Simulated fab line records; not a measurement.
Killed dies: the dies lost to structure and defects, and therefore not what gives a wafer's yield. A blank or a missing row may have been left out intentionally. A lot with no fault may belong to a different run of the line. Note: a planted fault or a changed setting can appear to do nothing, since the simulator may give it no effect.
A lot that was struck, set against a sound lot || flow n5-finfet || 40 out of 1938 route steps
Sound: the wafers L239.1, L239.2, L239.3. Struck: wafers L241.2, L241.3 (left out: L241.5, a lot-mate that was not struck); the cause follows at the end.
At each step with rows: each side's tool, then ch and its chambers, then its first start. Under that, the readings that differ: sound wafers || struck wafers || difference of the means || sigmas: that difference in standard deviations of wafers without a fault.
alike: same words and numbers on both sides, and readings whose means sit less than 2 such deviations apart. not compared: any withheld reading, any reading some wafer has no value for, any bound like >300 that may hide the same value, and any number with overlapping values for which the record gives no deviation.
A row with sigmas, a row that says differs or no value, or rows on one side alone: a step with any of these is where the two part. When numbers do not overlap yet have no deviation, they are printed without sigmas and do not part them. A reading missing from all wafers of one side parts the sides only when that side holds two or more wafers.

first, 9 steps without rows for these wafers: N5_MOL_CONTACT_COAG_PRE_CLEAN_121; N5_MOL_CONTACT_COAG_CVD_140 (deposits W, target thk 66.5 nm, time 215 s); N5_MOL_CONTACT_COAG_PRECLEAN_127 (cleans in DIW, time 57.5 s); N5_MOL_CONTACT_COAG_SRD_128 (dry time 32 s); N5_MOL_CONTACT_COAG_CMP_52 (polishes, stops on SiO2, t overpolish 1.5 s, target thk 66.5 nm); N5_MOL_CONTACT_COAG_ANNEAL_112 (time 1800 s); N5_BEOL_M0_SAQP_PECVD_00 (deposits SiCN from 3MS/NH3, target thk 8 nm, time 14 s); N5_BEOL_M0_SAQP_ILD_DEP_01 (deposits SiOC from DEMS/O2, target thk 45.419 nm, time 8.7 s); N5_BEOL_M0_SAQP_HM_DEP_02 (deposits TiN, target thk 12 nm).
N5_BEOL_M0_SAQP_PECVD_03: deposits SiCN from 3MS/NH3, target thk 12 nm, time 21.1 s.
  sound on pecvd-01 ch 0,1,2, day 6 12:36; struck on pecvd-01 ch 1, day 7 01:53
{"reading": "run-length-s (s)", "sound": "52.4 50.8 51.4", "struck": "44.3 43.6", "difference": -7.6, "sigmas": -12}
{"reading": "model.SiCN_of_BEOL_M0_SAQP_PECVD_03.thk-nm (nm)", "sound": "12 12 11.8", "struck": "7.8 8", "difference": -4.0, "sigmas": ""}
  alike: showerhead-plenum-p-Torr, throttle-valve-pct
then, 25 steps without rows for these wafers: N5_BEOL_M0_SAQP_PECVD_96 (deposits a-Si from SiH4/He, target thk 45 nm, time 45.2 s); N5_BEOL_M0_SAQP_PECVD_97 (deposits SiNx from SiH4/NH3/N2, target thk 23 nm, time 19.9 s); N5_BEOL_M0_SAQP_PECVD_04 (deposits a-Si from SiH4/He, target thk 60 nm, time 60.2 s); N5_BEOL_M0_SAQP_HM_DEP_111 (deposits SiO2 from SiH4/N2O, target thk 12 nm, time 7.2 s); N5_BEOL_M0_SAQP_COAT_81 (time 60 s, resist thk 100 nm); N5_BEOL_M0_SAQP_COAT_82 (time 60 s, resist thk 30 nm); N5_BEOL_M0_SAQP_COAT_08 (resist thk 90 nm); N5_BEOL_M0_SAQP_EBR_10; N5_BEOL_M0_SAQP_SOFTBAKE_09 (time 60 s); N5_BEOL_M0_SAQP_EXPOSE_11 (exposes mask M0 CORE, target cd 42 nm); N5_BEOL_M0_SAQP_PEB_12 (peb time 60 s); N5_BEOL_M0_SAQP_DEVELOP_13 (develop time 30 s); N5_BEOL_M0_SAQP_DESCUM_19 (chemistry O2, time 7.9 s); N5_BEOL_M0_SAQP_ETCH_83 (etches SiARC in CF4, target depth 39 nm, time 65 s); N5_BEOL_M0_SAQP_ETCH_84 (etches SOC in N2/H2, target depth 100 nm, overetch 20 nm, time 150 s); N5_BEOL_M0_SAQP_STRIP_80 (strips in N2/H2); N5_BEOL_M0_SAQP_HM_OPEN_112 (chemistry CHF3/O2, target SiO2, stops on a-Si, target depth 12 nm, time 13.5 s); N5_BEOL_M0_SAQP_STRIP_113 (strips in CHF3/O2); N5_BEOL_M0_SAQP_MANDREL_ETCH_20 (etches a-Si in HBr/Cl2, stops on SiNx, target depth 60 nm, bt time 10 s, time 30 s); N5_BEOL_M0_SAQP_STRIP_86 (strips in N2/H2); N5_BEOL_M0_SAQP_STRIP_115 (strips in post etch residue remover, time 60 s); N5_BEOL_M0_SAQP_SRD_93 (time 30 s); N5_BEOL_M0_SAQP_RECESS_114 (chemistry HF/NH3, target SiO2, target depth 14.4 nm, afs cycles 3, sublimation time 60 s); N5_BEOL_M0_SAQP_SPACER1_ALD_98 (deposits SiO2, target thk 12.8 nm, pulse time 1 s, purge time 2 s); N5_BEOL_M0_SAQP_SPACER1_ETCHBACK_99 (etches SiO2 in CHF3/O2, target depth 15.4 nm, time 7.7 s).
N5_BEOL_M0_SAQP_RECESS_109: chemistry HF/NH3, target SiO2, target depth 3 nm, afs cycles 1, sublimation time 60 s.
  sound on vapor-etch-01 ch 0,1, day 6 16:56; struck on vapor-etch-02 ch 0, day 7 05:20
{"reading": "model.SiCN_of_BEOL_M0_SAQP_PECVD_03.thk-nm (nm)", "sound": "8.4 8.6 8.2", "struck": "4.4 4.4", "difference": -4.0, "sigmas": ""}
  alike: drypump-motor-current-A, sublimation-temp-c
N5_BEOL_M0_ETCH_138: etches SiCN in CH3F/O2, target depth 12 nm, time 31.6 s.
  sound on rie-diel-05 ch 0,1,2, day 6 22:04; struck on rie-diel-01 ch 0,3, day 7 08:42
{"reading": "etch-rf-on-time-s (s)", "sound": "28.3 29.4 28.0", "struck": "32.0 31.9", "difference": "+3.4", "sigmas": "+4"}
{"reading": "showerhead-plenum-p-Torr (Torr)", "sound": "2.07 2.05 1.97", "struck": "1.92 1.83", "difference": -0.15, "sigmas": -2}
{"reading": "model.etch.depth-nm (nm)", "sound": "8.445 8.508 8.275", "struck": "9.231 9.231", "difference": "+0.822", "sigmas": ""}
  alike: drypump-motor-current-A, oes-product-au, rf-vpp-V, throttle-valve-pct
  not compared: rf-hours-counter-h
N5_BEOL_M0_ETCH_128: etches SiCN in CF4/N2, target depth 12 nm, overetch 5.1 nm, time 21.4 s.
  sound on rie-diel-01 ch 1,2,3, day 6 22:37; struck on rie-diel-03 ch 1,2, day 7 11:01
{"reading": "oes-product-au (a.u.)", "sound": "0.58 0.49 0.52", "struck": "0.71 0.69", "difference": "+0.17", "sigmas": "+3"}
{"reading": "model.etch.depth-nm (nm)", "sound": "8.445 8.508 8.275", "struck": "12 12", "difference": "+4", "sigmas": ""}
  alike: drypump-motor-current-A, rf-vpp-V, showerhead-plenum-p-Torr, throttle-valve-pct
  not compared: rf-hours-counter-h
-- record jumps: 4 days separate the struck wafers' starts on either side; left off in module BEOL_M0, taken up again in module BEOL_M4, whose first shown step is the route's number 1111 --
N5_BEOL_M4_RC_MEAS_101:
  sound on prober-02 ch 0, day 11 03:59; struck on prober-01 ch 0, day 11 22:43
  alike: DIBL_N, DIBL_P, IOFF_N, IOFF_P, ION_N, ION_P, SS_N, SS_P, VT_N, VT_P
N5_PASSIVATION_PROBE_49:
  rows exist in the record for the sound wafers here (prober-01, day 15 13:40), none for the struck ones

## WHERE THEY PART
At N5_BEOL_M0_SAQP_PECVD_03 first; at N5_PASSIVATION_PROBE_49 last (within this record only).

WHY: the cause the simulator had injected
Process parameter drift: pecvd-01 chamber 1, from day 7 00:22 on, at N5_BEOL_M0_SAQP_PECVD_03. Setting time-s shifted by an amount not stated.
